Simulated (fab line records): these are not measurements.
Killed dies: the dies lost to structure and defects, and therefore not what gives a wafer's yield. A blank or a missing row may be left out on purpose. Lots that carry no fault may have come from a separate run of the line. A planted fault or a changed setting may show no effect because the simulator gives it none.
Chamber matching    flow nand-harc    4 sister chambers for NHARC_A_CHANNEL_HOLE_D1_ETCH_44 on rie-diel-07
The step etches the open film in CF4/O2, target depth 140 nm, overetch 14 nm, time 77 s. 8 wafers are shown with their chamber, then 11 later ones without.

WAFERS WITH THEIR CHAMBER
wafer   chamber  drypump-motor-current-A (A)  rf-vpp-V (V)
L082.4  2        6.1                          199.4
L085.1  0        5.9                          197.9
L087.1  0        6.0                          199.1
L087.5  1        5.6                          197.9
L087.6  2        6.1                          198.6
L091.4  1        5.6                          196.5
L091.6  3        5.7                          196.5
L089.1  3        5.7                          195.7

WAFERS WITH NO CHAMBER GIVEN
wafer   drypump-motor-current-A (A)  rf-vpp-V (V)
L089.2  6.1                          199.1
L089.4  6.0                          199.3
L094.1  6.1                          199.5
L094.3  5.7                          196.5
L094.4  5.6                          197.2
L095.1  5.9                          197.4
L095.3  5.7                          196.5
L095.4  5.6                          197.8
L096.2  6.1                          198.4
L096.4  5.6                          197.4
L096.6  5.6                          196.7

THE CHAMBER EACH PASSED THROUGH
wafer   from the rows above      in truth
L089.2  2                        2
L089.4  can't be placed: 0 or 2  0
L094.1  2                        2
L094.3  3                        3
L094.4  1                        1
L095.1  0                        0
L095.3  3                        3
L095.4  1                        1
L096.2  2                        2
L096.4  1                        1
L096.6  1                        1
Correct placement for 10 of the 11. From these rows, 1 cannot be placed; in 1 the true chamber is one of the candidates. Wrongly placed: 0.
How it was worked out, from the rows above alone: a wafer's distance from a chamber is the root of the sum, over the readings, of the square of ((its reading less the chamber's mean) divided by the reading's scatter). If the next closest chamber is less than 2 further off than the closest, the wafer can't be placed; otherwise it belongs to the closest. A chamber's mean is the mean of its shown wafers. The scatter: the root of (the sum of the squares of (reading less its chamber's mean) over the shown wafers, divided by (wafers less chambers)).
